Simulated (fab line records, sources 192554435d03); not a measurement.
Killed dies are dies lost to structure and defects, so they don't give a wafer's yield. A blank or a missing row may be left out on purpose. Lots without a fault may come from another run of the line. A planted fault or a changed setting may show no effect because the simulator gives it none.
fab line records | flow n5_finfet
record lots=10 wafers=28 last_day=18
route steps=1938 shown BEOL_M2@887 BEOL_M4@1111 PASSIVATION@1936
lots that met no fault: from a run of the same line without faults
start_h: hours from the record's first day to the start of the lot's first wafer shown | wait_h: hours since the lot's step before | " the same as in the row above | L1.1+2: a row that stands for several wafers | - no value, or no start given | * or withheld: withheld | < > ~ a bound
route shown NAME@n: a module of which the file shows steps, and the number in the route of the first | usual: mean/standard deviation of fault-free wafers | same: alike in all rows | chamber/n: place in a boat | sites: the reading at each site | _std_site: their standard deviation | _edge_site: outer sites' mean less inner sites' | radius_mm: how far each site lies from the wafer's centre | mask NAME#n: copy n | behind: the tool/chamber that last shaped the wafer | hold: why the lot was held/for how many hours/how that ended | device: the transistor (n, p or np) that didn't switch | end of line: the same wafers' tests at the end of the route | a step without rows: its recipe alone | killed: dies lost to structure and defects at the first sort, not the wafer's yield | map: a wafer's dies, x killed, . not, _ none there
set.NAME: the setting as run; set.NAME@STEP: as run at that earlier step | model.NAME: the simulator's own value behind a step, which no gauge read
steps of the route over a sample of lots; a table a step, a row a wafer
services: from which hour (start_h, from the record's first day; less than 0 if before it) a tool's chamber was out of use, for how many hours, and why
## steps
# step N5_BEOL_M2_VIA_ETCH_34
# recipe chemistry=C4F6/O2 target_depth_a=694 mask_material=SOC pressure_mtorr=15 ion_energy_ev=250 taper_deg=4 time_s=65.9 source_w=350 bias_w=170 Ar_flow_sccm=300 C4F6_flow_sccm=10 O2_flow_sccm=10
# usual drypump_motor_current_A=5.9/0.36 oes_f_703_au=0.83/0.089 oes_product_au=0.83/0.093 rf_fwd_power_W=347.0/1.5 rf_vpp_V=663/7 showerhead_plenum_p_Torr=2.83/0.12 throttle_valve_pct=30.77/0.29
# columns lot.wafer tool chamber start_h wait_h drypump_motor_current_A oes_f_703_au oes_product_au rf_fwd_power_W rf_hours_counter_h rf_vpp_V showerhead_plenum_p_Torr throttle_valve_pct
L309.2 rie_diel-03 3 162.61 0.0 6.2 0.77 0.78 348.5 110 670 2.99 31.11
L309.3 " 2 " " 6.1 0.73 0.75 347.7 164 663 2.63 30.99
L309.4 " 0 " " 5.5 0.73 0.70 346.4 218 657 2.81 30.56
L314.1 rie_diel-06 3 196.49 0.0 6.5 0.89 0.90 346.8 22 672 2.79 30.60
L314.3 " 0 " " 5.8 0.81 0.80 348.2 113 651 2.74 30.50
L314.6 " 3 " " 6.4 0.89 0.90 345.6 - 673 2.79 30.57
L317.1 rie_diel-06 1 204.68 0.0 5.4 0.87 0.87 344.5 47 666 2.99 30.53
L317.3 " 3 " " 6.4 0.88 0.89 346.5 25 674 2.79 30.58
L317.6 " 3 " " 6.4 0.89 0.90 346.1 - 674 2.79 30.59
L318.3 rie_diel-05 0 217.33 0.0 5.3 0.71 0.71 347.3 231 659 2.70 31.36
L318.4 " 1 " " 5.9 0.69 0.69 350.0 209 667 2.71 30.39
L318.5 " 3 " " 5.8 0.96 0.98 348.5 - 671 3.03 30.50
L320.1 rie_diel-06 3 230.26 0.0 6.4 0.87 0.88 348.4 34 674 2.78 30.58
L320.2 " 2 " " 6.3 0.95 0.94 345.9 22 655 2.79 30.57
L320.5 " 2 " " 6.3 0.95 0.95 346.2 - 653 2.79 30.59
L321.2 rie_diel-03 2 230.30 0.0 6.1 0.72 0.73 347.3 191 662 2.61 31.04
L321.4 " 3 " " 6.2 0.76 0.76 349.0 128 670 2.98 31.13
L321.5 " 1 " " 5.9 0.90 0.89 343.9 - 664 2.90 31.13
L326.3 rie_diel-03 1 267.61 0.0 5.9 0.87 0.87 345.9 - 665 2.89 31.15
L326.5 " 1 " " 5.9 0.87 0.88 346.1 - 665 2.89 31.14
L326.6 " 3 " " 6.1 0.75 0.75 348.0 - 670 2.97 31.16
L327.2 rie_diel-06 1 267.74 0.0 5.4 0.85 0.84 348.1 69 665 2.98 30.56
L327.6 " 1 " " 5.4 0.83 0.84 347.9 - 665 2.98 30.56
L328.2 rie_diel-06 2 271.36 0.0 6.3 0.91 0.92 347.1 36 652 2.78 30.60
L328.3 " 1 " " 5.4 0.84 0.84 347.5 71 666 2.98 30.54
L329.1 rie_diel-06 3 273.09 0.0 6.5 0.84 0.85 346.5 47 673 2.78 30.60
L329.2 " 2 " " 6.3 0.92 0.91 346.7 37 653 2.78 30.60
L329.4 " 0 " " 5.8 0.79 0.77 348.1 139 651 2.72 30.52
# step N5_BEOL_M2_CVD_47
# recipe material=Co target_thk_a=30 temp_c=withheld precursor=CCTBA/H2 pressure_torr=30 time_s=223.8
# usual run_length_s=247.3/0.76
# columns lot.wafer tool chamber start_h wait_h run_length_s since_wet_clean_h
L309.2 cvd_co-01 1 163.65 0.0 247.6 27
L309.3 " 2 " " 247.5 464
L309.4 " 2 " " 247.7 -
L314.1 cvd_co-02 2 197.89 0.2 246.7 280
L314.3 " 0 " " 245.8 739
L314.6 " 0 " " 245.6 -
L317.1 cvd_co-02 1 206.01 0.0 247.7 1185
L317.3 " 2 " " 247.4 288
L317.6 " 2 " " 247.8 -
L318.3 cvd_co-02 2 218.47 0.0 247.1 301
L318.4 " 0 " " 245.6 -
L318.5 " 2 " " 247.0 -
L320.1 cvd_co-01 1 231.59 0.0 248.1 95
L320.2 " 2 " " 247.6 532
L320.5 " 2 " " 247.5 -
L321.2 cvd_co-02 0 231.61 0.1 245.5 773
L321.4 " 0 " " 245.5 -
L321.5 " 1 " " 247.7 -
L326.3 cvd_co-02 1 268.89 0.1 247.8 1248
L326.5 " 0 " " 245.6 -
L326.6 " 2 " " 247.3 -
L327.2 cvd_co-01 2 269.08 0.0 250.5 570
L327.6 " 1 " " 247.9 -
L328.2 cvd_co-01 1 272.59 0.1 251.0 136
L328.3 " 2 " " 248.2 573
L329.1 cvd_co-01 2 275.02 0.0 250.8 576
L329.2 " 1 " " 250.6 138
L329.4 " 1 " " 248.0 -
# step N5_BEOL_M2_SPUTTER_86
# recipe material=Cu target_thk_a=45 temp_c=-20 chamber_pressure_pa=0.07 power_w=withheld time_s=8.29
# usual chuck_gas_flow_sccm=1.26/0.049 throttle_valve_pct=30.0/1.3
# columns lot.wafer tool chamber start_h wait_h chuck_gas_flow_sccm throttle_valve_pct
L309.2 pvd_sputter-01 - 164.50 0.1 1.29 27.6
L309.3 " - " " 1.25 31.4
L309.4 " - " " 1.29 27.6
L314.1 pvd_sputter-02 - 198.79 0.1 1.14 32.0
L314.3 " - " " 1.22 30.0
L314.6 " - " " 1.27 32.2
L317.1 pvd_sputter-02 - 206.83 0.1 1.21 30.2
L317.3 " - " " 1.20 30.3
L317.6 " - " " 1.27 30.2
L318.3 pvd_sputter-01 - 219.32 0.1 1.20 31.2
L318.4 " - " " 1.27 27.7
L318.5 " - " " 1.29 29.3
L320.1 pvd_sputter-01 - 232.41 0.1 1.26 27.6
L320.2 " - " " 1.28 29.2
L320.5 " - " " 1.35 29.2
L321.2 pvd_sputter-02 - 232.55 0.1 1.22 30.4
L321.4 " - " " 1.16 32.3
L321.5 " - " " 1.19 30.4
L326.3 pvd_sputter-01 - 269.80 0.1 1.29 27.4
L326.5 " - " " 1.17 28.3
L326.6 " - " " 1.16 29.1
L327.2 pvd_sputter-02 - 270.74 0.1 1.28 30.4
L327.6 " - " " 1.21 29.7
L328.2 pvd_sputter-02 - 273.44 0.1 1.18 32.1
L328.3 " - " " 1.30 30.5
L329.1 pvd_sputter-03 - 275.88 0.1 1.29 29.1
L329.2 " - " " 1.32 31.8
L329.4 " - " " 1.26 28.8
# step N5_BEOL_M2_ANNEAL_87
# recipe temp_c=400 time_s=240 ambient=vacuum
# usual heater_power_w=844/66
# columns lot.wafer tool chamber start_h wait_h heater_power_w
L309.2 pvd_sputter-01 - 164.58 0.0 889
L309.3 " - " " 853
L309.4 " - " " 894
L314.1 pvd_sputter-02 - 198.87 0.0 774
L314.3 " - " " 767
L314.6 " - " " 803
L317.1 pvd_sputter-02 - 206.91 0.0 901
L317.3 " - " " 911
L317.6 " - " " 783
L318.3 pvd_sputter-01 - 219.40 0.0 857
L318.4 " - " " 912
L318.5 " - " " 775
L320.1 pvd_sputter-01 - 232.49 0.0 912
L320.2 " - " " 766
L320.5 " - " " 798
L321.2 pvd_sputter-02 - 232.63 0.0 907
L321.4 " - " " 792
L321.5 " - " " 902
L326.3 pvd_sputter-01 - 269.88 0.0 903
L326.5 " - " " 950
L326.6 " - " " 776
L327.2 pvd_sputter-02 - 270.82 0.0 913
L327.6 " - " " 755
L328.2 pvd_sputter-02 - 273.52 0.0 797
L328.3 " - " " 895
L329.1 pvd_sputter-03 - 275.96 0.0 838
L329.2 " - " " 892
L329.4 " - " " 830
# step N5_BEOL_M4_RC_MEAS_101
# usual DIBL_N=35.9/1.3 DIBL_P=36.3/1.5 IOFF_N=0.153/0.023 IOFF_P=0.208/0.028 ION_N=672/9.7 ION_P=462/6.6 SS_N=71.5/0.53 SS_P=73.3/0.59 VT_N=250.4/2.7 VT_P=-250.5/3
# columns lot.wafer tool chamber start_h wait_h DIBL_N[mV/V] DIBL_P[mV/V] IOFF_N[nA/um] IOFF_P[nA/um] ION_N[uA/um] ION_P[uA/um] SS_N[mV/dec] SS_P[mV/dec] VT_N[mV] VT_P[mV]
L309.2 prober-02 0 194.10 0.2 34.1 36.7 0.150 0.207 674 467 71.5 73.5 247.2 -250.3
L309.3 " 0 " " 33.4 36.1 0.139 0.206 665 463 71.5 73.4 248.8 -250.9
L309.4 " 0 " " 34.4 36.6 0.148 0.195 664 455 71.6 73.8 246.3 -252.2
L314.1 prober-01 0 225.15 0.0 37.4 38.0 0.171 0.221 674 466 72.1 74.5 248.5 -248.4
L314.3 " 0 " " 37.9 38.7 0.185 0.240 677 466 70.7 74.4 249.1 -250.1
L314.6 " 0 " " 38.0 39.7 0.196 0.259 682 477 72.0 74.4 246.2 -249.4
L317.1 prober-01 0 236.63 0.0 35.1 34.6 0.125 0.201 666 466 70.8 72.6 253.6 -245.9
L317.3 " 0 " " 35.7 35.3 0.141 0.216 670 462 71.6 73.7 248.8 -247.0
L317.6 " 0 " " 35.5 34.3 0.130 0.203 668 463 71.7 73.0 253.1 -245.9
L318.3 prober-01 0 243.81 0.3 35.8 35.2 0.141 0.200 670 462 71.3 73.0 252.4 -250.8
L318.4 " 0 " " 34.1 32.7 0.116 0.167 649 450 70.6 72.7 257.0 -254.7
L318.5 " 0 " " 34.7 34.5 0.120 0.191 654 464 70.8 73.3 253.8 -251.3
L321.2 prober-02 0 268.63 0.2 36.0 36.8 0.177 0.237 687 471 71.6 73.8 243.4 -248.4
L321.4 " 0 " " 37.6 37.8 0.198 0.244 664 460 72.9 74.2 246.2 -247.6
L321.5 " 0 " " 36.6 36.5 0.174 0.235 676 465 71.9 73.4 246.1 -246.4
L320.1 prober-02 0 274.79 0.0 34.4 34.2 0.117 0.164 656 447 70.8 72.5 253.0 -251.7
L320.2 " 0 " " 36.0 36.0 0.137 0.192 656 452 71.7 72.9 252.0 -252.3
L320.5 " 0 " " 37.2 37.4 0.153 0.211 666 456 71.6 73.3 251.0 -252.4
L326.3 prober-01 0 303.42 0.8 33.7 34.3 0.136 0.213 665 462 70.9 73.3 251.6 -247.8
L326.5 " 0 " " 33.9 34.7 0.137 0.212 670 466 70.4 72.4 250.3 -248.5
L326.6 " 0 " " 34.0 35.1 0.144 0.223 686 476 71.5 73.6 251.4 -245.7
L327.2 prober-01 0 309.35 0.2 32.8 34.6 0.121 0.176 669 460 71.3 72.8 251.3 -253.5
L327.6 " 0 " " 34.9 37.1 0.152 0.203 685 474 71.5 73.5 252.4 -249.4
L328.2 prober-02 0 313.32 0.2 37.1 38.5 0.190 0.239 690 472 71.4 74.4 247.0 -248.6
L328.3 " 0 " " 36.4 37.5 0.170 0.215 691 468 71.4 74.6 248.6 -250.0
L329.1 prober-02 0 316.46 0.0 34.8 35.7 0.130 0.177 667 465 71.1 73.4 252.7 -253.0
L329.2 " 0 " " 35.1 36.5 0.138 0.189 674 461 71.4 72.4 252.6 -253.8
L329.4 " 0 " " 36.2 37.1 0.155 0.208 671 459 71.0 73.0 252.4 -251.6
# step N5_PASSIVATION_PROBE_49
# usual defect_limited_yield=91.1/1.5 killed_at_M0_to_M3=35/9.5 killed_at_M4_up=13/5.2 killed_at_contacts=12/6.1 killed_at_front_end=41/14 killed_at_other=3.8/2.9 killed_dies=105/17 killed_open=70/13 killed_short=33/8.4 sort_bin_5_function=5.1/0.97 sort_bin_6_memory=3.4/0.69 sort_bin_8_speed=0.00/0.007 sort_n_pass=1075/17 sort_yield_pct=91.1/1.5
# same gross_dies=1180 killed_at_back_side=0 sort_bin_4_leakage[%]=0
# columns lot.wafer tool chamber start_h wait_h defect_limited_yield[%] killed_at_M0_to_M3 killed_at_M4_up killed_at_contacts killed_at_front_end killed_at_other killed_dies killed_open killed_short sort_bin_5_function[%] sort_bin_6_memory[%] sort_bin_8_speed[%] sort_n_pass sort_yield_pct[%]
L309.2 prober-02 - 298.25 0.1 90.2 49 8 14 35 10 116 69 47 5.9 3.6 0 1064 90.2
L309.3 prober-02 - 298.30 0.1 89.9 51 14 7 45 2 119 72 46 5.8 3.8 0 1061 89.9
L309.4 prober-02 - 298.35 0.2 91.3 35 7 10 47 4 103 60 42 4.6 3.9 0 1077 91.3
L314.1 prober-01 - 332.17 0.0 91.5 42 10 10 30 8 100 67 31 4.4 3.6 0 1080 91.5
L314.3 prober-01 - 332.27 0.1 93.6 29 15 9 19 3 75 58 17 3.3 3.1 0 1105 93.6
L314.6 prober-01 - 332.42 0.3 92.9 47 11 4 15 7 84 51 31 4.6 2.1 0 1096 92.9
L317.1 prober-02 - 337.64 0.0 91.7 31 7 10 46 4 98 64 34 4.8 3.1 0 1082 91.7
L317.3 prober-02 - 337.74 0.1 91.4 56 7 7 31 1 102 69 33 4.3 3.6 0 1078 91.4
L317.6 prober-02 - 337.89 0.3 93.2 35 10 7 27 1 80 58 21 4.2 2.2 0 1100 93.2
L318.3 prober-01 - 354.44 0.1 91.8 38 16 11 29 3 97 59 37 4.8 3.1 0 1083 91.8
L318.4 prober-01 - 354.49 0.2 91.4 32 16 21 29 4 102 73 26 5.2 3.4 0 1078 91.4
L318.5 prober-01 - 354.54 0.2 92.1 27 16 10 39 1 93 61 30 4.4 3.0 0 1087 92.1
L321.2 prober-01 - 369.49 0.1 91.3 22 19 11 51 0 103 71 28 4.9 3.4 0 1077 91.3
L321.4 prober-01 - 369.59 0.2 91.2 37 24 3 38 2 104 74 29 5.3 3.2 0 1076 91.2
L321.5 prober-01 - 369.64 0.2 91.9 18 14 12 43 8 95 61 32 4.9 3.1 0 1085 91.9
L320.1 prober-01 - 373.97 0.0 89.4 30 14 20 54 7 125 81 42 6.0 4.0 0 1055 89.4
L320.2 prober-01 - 374.02 0.1 90.5 35 11 8 52 6 112 73 38 4.6 4.7 0 1068 90.5
L320.5 prober-01 - 374.17 0.2 90.1 37 17 14 49 0 117 84 30 6.1 3.5 0 1063 90.1
L326.3 prober-02 - 411.70 0.1 88.2 39 20 18 60 2 139 91 41 6.8 4.2 0 1041 88.2
L326.5 prober-02 - 411.80 0.2 92.5 26 11 11 38 3 89 56 27 4.1 3.1 0 1091 92.5
L326.6 prober-02 - 411.85 0.3 88.4 30 22 25 59 1 137 94 38 6.6 4.7 0 1043 88.4
L328.2 prober-01 - 416.84 0.1 93.1 46 12 6 13 5 82 66 15 4.7 2.1 0 1098 93.1
L328.3 prober-01 - 416.89 0.1 92.1 34 11 8 33 7 93 55 38 3.8 3.6 0 1087 92.1
L327.2 prober-01 - 417.71 0.1 93.0 26 22 10 23 2 83 63 20 4.3 2.5 0 1097 93.0
L327.6 prober-01 - 417.91 0.3 92.4 24 25 10 30 1 90 56 29 4.5 2.4 0 1090 92.4
L329.1 prober-02 - 425.77 0.0 90.6 32 11 8 52 8 111 76 35 5.8 3.5 0 1069 90.6
L329.2 prober-02 - 425.82 0.1 91.0 32 13 19 39 3 106 71 32 4.7 3.9 0.08 1074 91.0
L329.4 prober-02 - 425.92 0.2 90.9 33 11 17 42 4 107 67 38 5.3 3.6 0 1073 90.9
# killed by level:class
L309.2 BEOL_M0_SAQP:geometric_particle:short=11 BEOL_M1:geometric_particle:open=10 MOL_CONTACT_COAG:geometric_particle:open=9 FIN_SAQP:geometric_particle:short=8 BEOL_M0_SAQP:geometric_particle:open=7 STI_FIN_REVEAL:geometric_particle:open=6 BEOL_M2:geometric_particle:open=6 BEOL_M3:geometric_particle:open=6
L309.3 FIN_SAQP:geometric_particle:short=14 BEOL_M3:geometric_particle:open=8 BEOL_M0_SAQP:geometric_particle:open=8 BEOL_M1:geometric_particle:open=8 BEOL_M2:geometric_particle:open=8 GATE_CUT:geometric_particle:short=7 GATE_CUT:geometric_particle:open=7 FIN_SAQP:geometric_particle:open=6
L309.4 FIN_SAQP:geometric_particle:short=12 BEOL_M2:geometric_particle:open=10 FIN_SAQP:geometric_particle:open=9 MOL_CONTACT_COAG:geometric_particle:open=8 BEOL_M1:geometric_particle:open=8 GATE_CUT:geometric_particle:short=6 BEOL_M0_SAQP:geometric_particle:short=6 STI_FIN_REVEAL:geometric_particle:open=5
L314.1 BEOL_M0_SAQP:geometric_particle:short=14 BEOL_M0_SAQP:geometric_particle:open=11 MOL_CONTACT_COAG:geometric_particle:open=10 BEOL_M1:geometric_particle:open=8 STI_FIN_REVEAL:geometric_particle:open=7 DUMMY_GATE:geometric_particle:open=6 GATE_CUT:geometric_particle:short=5 BEOL_M5:geometric_particle:open=5
L314.3 BEOL_M0_SAQP:geometric_particle:open=11 MOL_CONTACT_COAG:geometric_particle:open=9 BEOL_M0_SAQP:geometric_particle:short=7 BEOL_M2:geometric_particle:open=7 FIN_SAQP:geometric_particle:open=5 BEOL_M4:geometric_particle:open=5 BEOL_M3:geometric_particle:open=4 BEOL_M6:geometric_particle:open=4
L314.6 BEOL_M0_SAQP:geometric_particle:open=17 BEOL_M0_SAQP:geometric_particle:short=14 STI_FIN_REVEAL:geometric_particle:open=5 BEOL_M2:geometric_particle:open=5 BEOL_M5:geometric_particle:open=5 MOL_CONTACT_COAG:geometric_particle:open=3 BEOL_M3:geometric_particle:short=3 FIN_SAQP:geometric_particle:open=2
L317.1 FIN_SAQP:geometric_particle:short=12 FIN_SAQP:geometric_particle:open=10 BEOL_M3:geometric_particle:open=9 STI_FIN_REVEAL:geometric_particle:open=6 BEOL_M1:geometric_particle:open=6 MOL_CONTACT_COAG:geometric_particle:open=5 MOL_CONTACT_COAG:geometric_particle:short=5 BEOL_M2:geometric_particle:open=5
L317.3 BEOL_M0_SAQP:geometric_particle:open=13 BEOL_M2:geometric_particle:open=13 BEOL_M0_SAQP:geometric_particle:short=10 STI_FIN_REVEAL:geometric_particle:open=8 MOL_CONTACT_COAG:geometric_particle:open=7 FIN_SAQP:geometric_particle:short=5 STI_FIN_REVEAL:geometric_particle:short=5 BEOL_M0:geometric_particle:open=5
L317.6 BEOL_M2:geometric_particle:open=14 STI_FIN_REVEAL:geometric_particle:open=9 BEOL_M0_SAQP:geometric_particle:open=7 MOL_CONTACT_COAG:geometric_particle:open=7 FIN_SAQP:geometric_particle:short=4 BEOL_M0:geometric_particle:short=4 FIN_SAQP:geometric_particle:open=3 DUMMY_GATE:geometric_particle:open=3
L318.3 BEOL_M0_SAQP:geometric_particle:short=12 BEOL_M4:geometric_particle:open=8 MOL_CONTACT_COAG:geometric_particle:open=7 BEOL_M0_SAQP:geometric_particle:open=6 BEOL_M2:geometric_particle:open=6 BEOL_M3:geometric_particle:open=6 STARTING-WAFER:geometric_particle:short=5 FIN_SAQP:geometric_particle:short=4
L318.4 MOL_CONTACT_COAG:geometric_particle:open=17 BEOL_M0_SAQP:geometric_particle:open=10 STI_FIN_REVEAL:geometric_particle:open=9 BEOL_M0_SAQP:geometric_particle:short=9 FIN_SAQP:geometric_particle:short=5 FIN_SAQP:geometric_particle:open=5 BEOL_M3:geometric_particle:open=5 BEOL_M5:geometric_particle:open=5
L318.5 FIN_SAQP:geometric_particle:open=8 MOL_CONTACT_COAG:geometric_particle:open=8 FIN_SAQP:geometric_particle:short=7 BEOL_M0_SAQP:geometric_particle:open=7 STI_FIN_REVEAL:geometric_particle:open=6 GATE_CUT:geometric_particle:open=5 BEOL_M0_SAQP:geometric_particle:short=5 BEOL_M0:geometric_particle:open=5
L321.2 FIN_SAQP:geometric_particle:open=23 MOL_CONTACT_COAG:geometric_particle:open=10 FIN_SAQP:geometric_particle:short=9 BEOL_M4:geometric_particle:open=8 BEOL_M6:geometric_particle:open=5 BEOL_M0_SAQP:geometric_particle:short=5 BEOL_M0_SAQP:geometric_particle:open=5 BEOL_M3:geometric_particle:open=4
L321.4 BEOL_M4:geometric_particle:open=11 STI_FIN_REVEAL:geometric_particle:open=8 BEOL_M0_SAQP:geometric_particle:open=8 BEOL_M3:geometric_particle:open=8 FIN_SAQP:geometric_particle:open=6 BEOL_M0_SAQP:geometric_particle:short=6 BEOL_M3:geometric_particle:short=6 STARTING-WAFER:geometric_particle:short=6
L321.5 DUMMY_GATE:geometric_particle:open=10 FIN_SAQP:geometric_particle:open=9 MOL_CONTACT_COAG:geometric_particle:open=8 STI_FIN_REVEAL:geometric_particle:open=7 BEOL_M0_SAQP:geometric_particle:short=7 BEOL_M4:geometric_particle:open=5 GATE_CUT:geometric_particle:short=4 MOL_CONTACT_COAG:geometric_particle:short=4
L320.1 MOL_CONTACT_COAG:geometric_particle:open=16 GATE_CUT:geometric_particle:short=13 BEOL_M3:geometric_particle:open=11 STI_FIN_REVEAL:geometric_particle:open=8 GATE_CUT:geometric_particle:open=8 DUMMY_GATE:geometric_particle:open=6 BEOL_M3:geometric_particle:short=6 ILD0:geometric_particle:open=4
L320.2 BEOL_M3:geometric_particle:open=17 GATE_CUT:geometric_particle:open=10 GATE_CUT:geometric_particle:short=10 DUMMY_GATE:geometric_particle:open=8 FIN_SAQP:geometric_particle:open=7 FIN_SAQP:geometric_particle:short=6 MOL_CONTACT_COAG:geometric_particle:open=5 BEOL_M0_SAQP:geometric_particle:open=5
L320.5 MOL_CONTACT_COAG:geometric_particle:open=11 STI_FIN_REVEAL:geometric_particle:open=11 BEOL_M3:geometric_particle:open=11 FIN_SAQP:geometric_particle:short=9 BEOL_M0:geometric_particle:open=8 FIN_SAQP:geometric_particle:open=7 GATE_CUT:geometric_particle:open=7 BEOL_M3:geometric_particle:short=6
L326.3 MOL_CONTACT_COAG:geometric_particle:open=14 FIN_SAQP:geometric_particle:open=12 STI_FIN_REVEAL:geometric_particle:open=12 FIN_SAQP:geometric_particle:short=9 BEOL_M2:geometric_particle:open=8 BEOL_M4:geometric_particle:open=7 BEOL_M1:geometric_particle:open=7 BEOL_M3:geometric_particle:open=7
L326.5 MOL_CONTACT_COAG:geometric_particle:open=8 BEOL_M3:geometric_particle:open=8 STI_FIN_REVEAL:geometric_particle:open=6 FIN_SAQP:geometric_particle:open=5 GATE_CUT:geometric_particle:short=5 FIN_SAQP:geometric_particle:short=4 BEOL_M0_SAQP:geometric_particle:open=4 BEOL_M6:geometric_particle:open=4
L326.6 MOL_CONTACT_COAG:geometric_particle:open=23 FIN_SAQP:geometric_particle:open=16 FIN_SAQP:geometric_particle:short=13 BEOL_M0_SAQP:geometric_particle:open=10 BEOL_M0_SAQP:geometric_particle:short=7 BEOL_M4:geometric_particle:open=6 BEOL_M5:geometric_particle:open=6 STARTING-WAFER:geometric_particle:open=5
L328.2 BEOL_M3:geometric_particle:open=15 BEOL_M1:geometric_particle:open=14 BEOL_M0_SAQP:geometric_particle:open=8 BEOL_M2:geometric_particle:open=4 BEOL_M8:geometric_particle:open=4 STARTING-WAFER:geometric_particle:open=4 DUMMY_GATE:geometric_particle:open=3 MOL_CONTACT_COAG:geometric_particle:open=3
L328.3 FIN_SAQP:geometric_particle:short=8 BEOL_M0_SAQP:geometric_particle:open=8 BEOL_M0_SAQP:geometric_particle:short=8 FIN_SAQP:geometric_particle:open=6 MOL_CONTACT_COAG:geometric_particle:open=6 BEOL_M4:geometric_particle:open=5 SDB:geometric_particle:open=4 BEOL_M2:geometric_particle:short=4
L327.2 MOL_CONTACT_COAG:geometric_particle:open=10 BEOL_M3:geometric_particle:open=9 BEOL_M4:geometric_particle:open=9 STI_FIN_REVEAL:geometric_particle:open=6 FIN_SAQP:geometric_particle:open=5 BEOL_M2:geometric_particle:open=5 FIN_SAQP:geometric_particle:short=4 BEOL_M7:geometric_particle:open=4
L327.6 BEOL_M4:geometric_particle:open=12 STI_FIN_REVEAL:geometric_particle:open=8 MOL_CONTACT_COAG:geometric_particle:open=8 HKMG_FIN:area_etch=5 BEOL_M2:geometric_particle:short=4 BEOL_M2:geometric_particle:open=4 BEOL_M3:geometric_particle:open=4 STARTING-WAFER:geometric_particle:short=4
L329.1 BEOL_M3:geometric_particle:open=16 FIN_SAQP:geometric_particle:open=15 FIN_SAQP:geometric_particle:short=8 STI_FIN_REVEAL:geometric_particle:open=7 DUMMY_GATE:geometric_particle:open=7 BEOL_M0_SAQP:geometric_particle:open=7 STARTING-WAFER:geometric_particle:short=5 MOL_CONTACT_COAG:geometric_particle:open=5
L329.2 MOL_CONTACT_COAG:geometric_particle:open=17 BEOL_M3:geometric_particle:open=10 BEOL_M2:geometric_particle:open=9 STI_FIN_REVEAL:geometric_particle:open=7 FIN_SAQP:geometric_particle:open=5 FIN_SAQP:geometric_particle:short=5 STARTING-WAFER:geometric_particle:short=5 BEOL_M0_SAQP:geometric_particle:short=4
L329.4 MOL_CONTACT_COAG:geometric_particle:open=15 FIN_SAQP:geometric_particle:short=11 BEOL_M0_SAQP:geometric_particle:short=11 BEOL_M2:geometric_particle:open=7 FIN_SAQP:geometric_particle:open=5 STI_FIN_REVEAL:geometric_particle:open=5 BEOL_M0:geometric_particle:open=5 DUMMY_GATE:geometric_particle:open=5
## services
# columns tool chamber start_h hours kind
rie_diel-03 1 141.03 - clean
rie_diel-03 1 141.03 - consumable_replace:focus_ring
rie_diel-06 3 142.93 - clean
rie_diel-06 3 142.93 - consumable_replace:focus_ring
rie_diel-06 3 142.93 10.0 scheduled_down
rie_diel-06 3 142.93 10.0 vent_cycle
rie_diel-05 - 143.02 12.1 repair
pvd_sputter-01 - 147.86 3.0 repair
cvd_co-02 - 148.24 6.9 pm
rie_diel-06 2 158.69 - clean
rie_diel-06 2 158.69 - consumable_replace:focus_ring
rie_diel-06 2 158.69 12.5 scheduled_down
rie_diel-06 2 158.69 12.5 vent_cycle
rie_diel-03 0 160.20 1.9 repair
cvd_co-01 2 172.74 5.5 repair
rie_diel-05 2 178.77 4.2 repair
cvd_co-01 - 219.86 6.0 pm
pvd_sputter-03 - 229.48 0.6 repair
rie_diel-06 3 240.11 5.5 repair
cvd_co-02 0 246.03 8.4 repair
rie_diel-03 0 255.88 1.4 repair
rie_diel-05 - 259.04 0.4 repair
cvd_co-02 - 264.13 0.7 repair
rie_diel-03 2 267.03 4.8 repair
## key
first_sign step=N5_BEOL_M2_CVD_47 reading=run_length_s direction=up sigmas=4.5 usual=* struck=*
effect none on later readings
met_at N5_BEOL_M2_CVD_47
struck_lots L327,L328,L329
struck_wafers L327.2,L328.2,L329.1,L329.2
not_acting_at N5_BEOL_M2_VIA_ETCH_34,N5_BEOL_M2_SPUTTER_86,N5_BEOL_M2_ANNEAL_87
onset_between 231.59 269.08
fault kind=process_parameter_drift tool=cvd_co-01 chamber=- onset_h=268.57 steps=N5_BEOL_M2_CVD_47 channel=time_s offset=* shape=step end_h=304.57 scope=struck_wafers_only acts_in=* stated=*
